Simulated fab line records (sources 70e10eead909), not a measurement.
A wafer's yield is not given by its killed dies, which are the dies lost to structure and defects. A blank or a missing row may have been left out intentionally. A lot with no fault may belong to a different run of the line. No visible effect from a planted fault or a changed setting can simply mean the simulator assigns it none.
Which tool did it? | flow nand-harc | 38 wafers from 13 lots sampled at 5 of the route's 1159 steps

WHAT THE GAUGES READ, wafer by wafer
NHARC_HYBRID_BOND_INSPECT_06: inspects for defects (ir void). Usual: 35 for raw-defect-count, sd 14.
lot  | measured     | on                | raw-defect-count | flag
L656 | day 19 09:19 | defect-inspect-01 | 18 18 22         |
L658 | day 19 09:19 | defect-inspect-02 | 21 23 29         |
L657 | day 19 09:17 | defect-inspect-02 | 50 49 49         |
L661 | day 19 09:20 | defect-inspect-02 | 26 36 38         |
L659 | day 19 17:41 | defect-inspect-02 | 40 28            |
L662 | day 20 01:07 | defect-inspect-02 | 26               |
L666 | day 21 00:22 | defect-inspect-02 | 29               |
L670 | day 21 15:54 | defect-inspect-01 | 18 21 20         |
L672 | day 22 12:41 | defect-inspect-02 | 26 45 26         |
L674 | day 23 10:48 | defect-inspect-02 | 40 53 61         |
L673 | day 23 10:49 | defect-inspect-02 | 8 13 7           |
L679 | day 24 13:53 | defect-inspect-02 | 48 65 59         |
L678 | day 24 05:53 | defect-inspect-02 | 25 23 24         |

NHARC_END_WLT_00. Usual: VT_DECK1_BOTTOM 0.871, standard deviation 0.0059; VT_DECK1_BOTTOM_INNER 0.870, standard deviation 0.0057; VT_DECK1_MEDIAN_NEAR_BOTTOM 0.871, standard deviation 0.0059; VT_DECK1_MEDIAN_NEAR_BOTTOM_INNER 0.871, standard deviation 0.0061; VT_DECK1_MIDDLE 0.885, standard deviation 0.0056; VT_DECK1_MIDDLE_INNER 0.884, standard deviation 0.005; VT_DECK1_TOP 0.897, standard deviation 0.0058; VT_DECK1_TOP_INNER 0.897, standard deviation 0.0059.
lot  | measured     | on        | VT_DECK1_BOTTOM   | VT_DECK1_BOTTOM_INNER | VT_DECK1_MEDIAN_NEAR_BOTTOM | VT_DECK1_MEDIAN_NEAR_BOTTOM_INNER | VT_DECK1_MIDDLE   | VT_DECK1_MIDDLE_INNER | VT_DECK1_TOP      | VT_DECK1_TOP_INNER | flag
L656 | day 20 08:27 | prober-02 | 0.870 0.874 0.878 | 0.871 0.879 0.875     | 0.874 0.871 0.866           | 0.879 0.871 0.869                 | 0.888 0.898 0.890 | 0.889 0.885 0.889     | 0.896 0.902 0.900 | 0.893 0.901 0.894  |
L658 | day 20 15:40 | prober-01 | 0.868 0.872 0.878 | 0.867 0.871 0.867     | 0.867 0.864 0.870           | 0.869 0.869 0.866                 | 0.883 0.885 0.881 | 0.892 0.880 0.884     | 0.898 0.899 0.908 | 0.900 0.896 0.889  |
L657 | day 20 16:44 | prober-02 | 0.876 0.871 0.871 | 0.871 0.869 0.874     | 0.870 0.873 0.873           | 0.874 0.877 0.876                 | 0.885 0.888 0.891 | 0.883 0.883 0.887     | 0.898 0.901 0.899 | 0.901 0.898 0.899  |
L661 | day 20 23:20 | prober-01 | 0.866 0.868 0.865 | 0.866 0.869 0.869     | 0.868 0.871 0.863           | 0.865 0.874 0.865                 | 0.878 0.886 0.884 | 0.888 0.877 0.878     | 0.892 0.885 0.897 | 0.894 0.889 0.891  |
L659 | day 21 09:09 | prober-01 | 0.875 0.872       | 0.870 0.872           | 0.879 0.870                 | 0.885 0.868                       | 0.890 0.886       | 0.884 0.891           | 0.906 0.902       | 0.904 0.898        |
L662 | day 21 17:34 | prober-01 | 0.868             | 0.874                 | 0.881                       | 0.864                             | 0.894             | 0.887                 | 0.895             | 0.898              |
L666 | day 22 00:55 | prober-01 | 0.881             | 0.875                 | 0.884                       | 0.885                             | 0.896             | 0.896                 | 0.903             | 0.902              |
L670 | day 22 15:04 | prober-01 | 0.872 0.869 0.871 | 0.865 0.873 0.880     | 0.874 0.875 0.873           | 0.871 0.872 0.868                 | 0.884 0.874 0.886 | 0.886 0.880 0.883     | 0.893 0.894 0.893 | 0.885 0.892 0.892  |
L672 | day 23 04:49 | prober-01 | 0.872 0.875 0.872 | 0.873 0.871 0.885     | 0.873 0.881 0.883           | 0.874 0.867 0.875                 | 0.885 0.892 0.892 | 0.883 0.887 0.891     | 0.898 0.902 0.904 | 0.898 0.901 0.903  |
L674 | day 24 05:09 | prober-02 | 0.868 0.864 0.866 | 0.868 0.861 0.869     | 0.870 0.870 0.872           | 0.866 0.863 0.871                 | 0.882 0.887 0.878 | 0.884 0.884 0.883     | 0.889 0.896 0.901 | 0.897 0.885 0.889  |
L673 | day 24 03:38 | prober-01 | 0.873 0.875 0.869 | 0.873 0.869 0.865     | 0.879 0.866 0.867           | 0.878 0.870 0.870                 | 0.897 0.877 0.885 | 0.885 0.882 0.883     | 0.900 0.898 0.893 | 0.901 0.894 0.891  |
L679 | day 25 05:35 | prober-02 | 0.866 0.866 0.866 | 0.864 0.868 0.870     | 0.867 0.871 0.868           | 0.867 0.860 0.873                 | 0.872 0.880 0.875 | 0.881 0.874 0.884     | 0.899 0.892 0.886 | 0.889 0.880 0.890  |
L678 | day 24 22:14 | prober-01 | 0.873 0.875 0.870 | 0.867 0.866 0.874     | 0.873 0.868 0.878           | 0.875 0.860 0.878                 | 0.892 0.879 0.886 | 0.881 0.882 0.885     | 0.900 0.887 0.904 | 0.900 0.895 0.898  |

NHARC_END_SORT_01. Usual: killed-at-array 29, standard deviation 10; killed-at-other 0.7, standard deviation 1.1; killed-at-periphery 3.2, standard deviation 2.2; killed-dies 33, standard deviation 11; killed-open 3.5, standard deviation 1.8; killed-short 2.0, standard deviation 1.4.
lot  | measured     | on        | killed-at-array | killed-at-other | killed-at-periphery | killed-dies | killed-open | killed-short | flag
L659 | day 21 10:09 | prober-01 | 676 40 23       | 0 0 0           | 1 4 2               | 677 44 25   | 3 4 4       | 0 4 1        | OFF
L662 | day 21 18:05 | prober-01 | 670 674 26      | 3 2 1           | 4 1 4               | 677 677 31  | 5 2 6       | 0 4 4        | OFF
L666 | day 22 01:56 | prober-01 | 676 29          | 1 1             | 0 1                 | 677 31      | 3 2         | 1 3          | OFF

TOOL THAT RAN EACH LOT (tool first, then ch and the chambers of the sampled wafers, then the start)
lot  | NHARC_A_WL_FILL_CVD_03        | NHARC_THIN_TSV_DEGAS_53
L656 | cvd-w-01 ch 0,1, day 15 11:50 | pvd-sputter-03, day 19 21:57
L658 | cvd-w-01 ch 0,1, day 15 14:41 | pvd-sputter-03, day 19 22:56
L657 | cvd-w-02 ch 0,1, day 15 15:11 | pvd-sputter-01, day 19 20:45
L661 | cvd-w-02 ch 0,1, day 15 17:58 | pvd-sputter-03, day 20 00:16
L659 | cvd-w-02 ch 0,1, day 16 04:02 | pvd-sputter-02, day 20 01:30
L662 | cvd-w-02 ch 0,1, day 16 06:52 | pvd-sputter-01, day 20 09:54
L666 | cvd-w-02 ch 1, day 17 18:39   | pvd-sputter-03, day 21 07:58
L670 | cvd-w-01 ch 0,1, day 18 01:40 | pvd-sputter-03, day 21 23:16
L672 | cvd-w-01 ch 0,1, day 19 05:07 | pvd-sputter-01, day 22 21:49
L674 | cvd-w-01 ch 0,1, day 19 16:22 | pvd-sputter-03, day 23 20:19
L673 | cvd-w-01 ch 0,1, day 19 18:50 | pvd-sputter-02, day 23 20:52
L679 | cvd-w-02 ch 0,1, day 20 20:28 | pvd-sputter-03, day 24 22:05
L678 | cvd-w-01 ch 0,1, day 20 20:54 | pvd-sputter-02, day 24 13:38
- NHARC_A_WL_FILL_CVD_03: deposits W, target thk 40 nm, time 3302 s.
- NHARC_THIN_TSV_DEGAS_53: time 60 s.

WHAT THE TOOLS THEMSELVES READ (means of the sampled wafers that have a number; where no wafer has one, the mark that the record gives instead)
NHARC_A_WL_FILL_CVD_03. Usual: heater-power-w 501 W, standard deviation 77; throttle-valve-pct 7.95 %, standard deviation 0.17.
lot  | tool     | heater-power-w (W) | throttle-valve-pct (%) | flag
L656 | cvd-w-01 | 551                | 7.78                   |
L658 | cvd-w-01 | 554                | 7.86                   |
L657 | cvd-w-02 | 443                | 8.01                   |
L661 | cvd-w-02 | 475                | 8.11                   |
L659 | cvd-w-02 | 439                | 8.10                   |
L662 | cvd-w-02 | 433                | 7.86                   |
L666 | cvd-w-02 | 512                | 7.96                   |
L670 | cvd-w-01 | 556                | 7.87                   |
L672 | cvd-w-01 | 512                | 7.95                   |
L674 | cvd-w-01 | 558                | 7.79                   |
L673 | cvd-w-01 | 507                | 7.89                   |
L679 | cvd-w-02 | 482                | 7.93                   |
L678 | cvd-w-01 | 504                | 8.01                   |

NHARC_THIN_TSV_DEGAS_53. Usual: 456 W for heater-power-w, sd 65.
lot  | tool           | heater-power-w (W) | flag
L656 | pvd-sputter-03 | 447                |
L658 | pvd-sputter-03 | 446                |
L657 | pvd-sputter-01 | 502                |
L661 | pvd-sputter-03 | 455                |
L659 | pvd-sputter-02 | 454                |
L662 | pvd-sputter-01 | 542                |
L666 | pvd-sputter-03 | 358                |
L670 | pvd-sputter-03 | 454                |
L672 | pvd-sputter-01 | 467                |
L674 | pvd-sputter-03 | 455                |
L673 | pvd-sputter-02 | 433                |
L679 | pvd-sputter-03 | 510                |
L678 | pvd-sputter-02 | 426                |

THE ANSWER, worked out from the rows above alone
Rule: a lot is off if the mean of its wafers that have a number lies more than 3 standard deviations from the usual mean. Also off: a lot with no number at a reading for which 4 or more lots have one. Any other lot the step has rows for is counted as sound. After the gauges, taken in route order, come the tools' own readings; for these a lot's mean is taken, as printed above. The first step at which some lot is off is used, and at that step the reading that is off furthest; a lot without a number counts as furthest.
Off: L659, L662, L666, at NHARC_END_SORT_01 (killed-at-array). Neither off nor sound, because the step has no rows for them: L656, L658, L657, L661, L670, L672, L674, L673, L679, L678.
If a tool, at a process step before that reading, ran all the lots that are off and no sound lot after the first of them, it fits. Gauges at NHARC_END_SORT_01: tried the same way as those tools. 2 tools fit, cvd-w-02 at NHARC_A_WL_FILL_CVD_03 and prober-01 at NHARC_END_SORT_01, so this cannot tell which one it is.

WHAT WAS PUT IN BY THE SIMULATOR
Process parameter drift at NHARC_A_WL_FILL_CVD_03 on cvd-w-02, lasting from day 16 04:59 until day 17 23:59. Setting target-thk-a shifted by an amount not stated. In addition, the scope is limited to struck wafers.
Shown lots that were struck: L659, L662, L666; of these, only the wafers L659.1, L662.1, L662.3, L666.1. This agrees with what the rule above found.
